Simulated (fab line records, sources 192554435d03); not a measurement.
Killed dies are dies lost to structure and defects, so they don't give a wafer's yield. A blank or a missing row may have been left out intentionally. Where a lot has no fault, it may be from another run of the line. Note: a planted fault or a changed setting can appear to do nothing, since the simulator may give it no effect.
A lot that was struck, set against a sound lot | flow n5_finfet | 16 out of 1938 route steps
Sound: the wafers L335.1, L335.2, L335.4. The struck wafers were L339.2, L339.4, L339.5. The cause comes at the end.
Order at every step that has rows: each side's tool, ch and its chambers, its first start. Under that, the readings that differ: sound wafers | struck wafers | difference of the means | sigmas: that difference in standard deviations of wafers without a fault.
alike: a reading whose means differ by less than 2 such deviations, as well as words and numbers matching on both sides. not compared: withheld readings; readings where some wafer has no value; bounds like >300 that might hide an equal value; numbers whose values overlap and for which the record gives no deviation.
Wherever a step has rows on one side only, a row that says differs or no value, or a row with sigmas, the two part there. Numbers that don't overlap but have no deviation are shown without sigmas and don't part them. A reading that every wafer of one side lacks parts them only if that side has two wafers or more.

first, 6 steps without rows for these wafers: N5_BEOL_M4_COAT_22 (resist thk 30 nm); N5_BEOL_M4_EBR_24; N5_BEOL_M4_SOFTBAKE_23 (time 60 s); N5_BEOL_M4_EXPOSE_25 (exposes mask V3, defocus 5 nm); N5_BEOL_M4_PEB_26 (peb time 60 s); N5_BEOL_M4_DEVELOP_27 (develop time 30 s).
N5_BEOL_M4_CD_MEAS_28: target cd 26.2 nm, target cd y 24.1 nm.
  sound on cd_sem-02 ch 0, day 7 12:06; struck on cd_sem-03 ch 0, day 8 18:38
  alike: cd_nm
N5_BEOL_M4_OVL_MEAS_29:
  sound on overlay-02 ch 0, day 7 12:08; struck on overlay-02 ch 0, day 8 18:40
  alike: V3_OVL
N5_BEOL_M4_INSPECT_30: inspects for defects (brightfield).
  sound: defect_inspect-01 at day 7 12:11; struck: defect_inspect-01 at day 8 18:43
  alike: raw_defect_count
N5_BEOL_M4_DESCUM_33: chemistry O2, time 7 s.
  sound on rie_diel-05 ch 0,1,2, day 7 12:14; struck on rie_diel-06 ch 0,1, day 8 18:45
  alike: drypump_motor_current_A, oes_product_au, rf_vpp_V, showerhead_plenum_p_Torr, throttle_valve_pct
  not compared: rf_hours_counter_h
N5_BEOL_M4_ETCH_77: etches underlayer in N2/H2, target depth 6.5 nm, time 5.2 s.
  sound on rie_diel-05 ch 0,1,2, day 7 12:16; struck on rie_diel-06 ch 0,1, day 8 18:47
  alike: drypump_motor_current_A, etch_rf_on_time_s, oes_product_au, rf_vpp_V, showerhead_plenum_p_Torr, throttle_valve_pct
  not compared: rf_hours_counter_h
N5_BEOL_M4_ETCH_69: etches SiARC in CF4, target depth 15.6 nm, time 26 s.
  sound on rie_diel-05 ch 0,1,2, day 7 12:17; struck on rie_diel-06 ch 0,1, day 8 18:48
  alike: drypump_motor_current_A, etch_rf_on_time_s, oes_product_au, rf_vpp_V, showerhead_plenum_p_Torr, throttle_valve_pct
  not compared: rf_hours_counter_h
N5_BEOL_M4_ALD_98: deposits SiO2, target thk 2.5 nm, pulse time 1 s, co reactant pulse time 1 s.
  sound on ald_sin-04 ch 0,2,3, day 7 13:00; struck on ald_sin-04 ch 0,1,3, day 8 19:13
  reading                                  | sound       | struck   | difference | sigmas
  ald_cycles                               | 17 17 17    | 13 13 13 | -4         |
  model.SiO2_of_BEOL_M4_ALD_98.thk_nm (nm) | 2.6 2.4 2.6 | 2 2 2    | -1         |
  alike: heater_power_w, precursor_pulse_height_rel
N5_BEOL_M4_ETCHBACK_99: etches SiO2 in CHF3, target depth 5 nm, time 10.4 s.
  sound on rie_diel-06 ch 0,3, day 7 17:07; struck on rie_diel-05 ch 0,1,2, day 8 19:25
  alike: drypump_motor_current_A, oes_product_au, rf_vpp_V, showerhead_plenum_p_Torr, throttle_valve_pct
  not compared: rf_hours_counter_h
N5_BEOL_M4_RC_MEAS_101:
  sound on prober-02 ch 0, day 7 21:18; struck on prober-02 ch 0, day 9 01:07
  alike: DIBL_N, DIBL_P, IOFF_N, IOFF_P, ION_N, ION_P, SS_N, SS_P, VT_N, VT_P
-- here the record skips 4 days between the struck wafers' starts before and after, leaving off in module BEOL_M4 and picking up in module PASSIVATION (first step shown: number 1936 of the route) --
N5_PASSIVATION_PROBE_49:
  the record has rows for the struck wafers here (prober-02, day 13 06:50) and none for the sound ones

WHERE THEY PART
N5_PASSIVATION_PROBE_49 only, going by this record.

WHY: what had been put in by the simulator
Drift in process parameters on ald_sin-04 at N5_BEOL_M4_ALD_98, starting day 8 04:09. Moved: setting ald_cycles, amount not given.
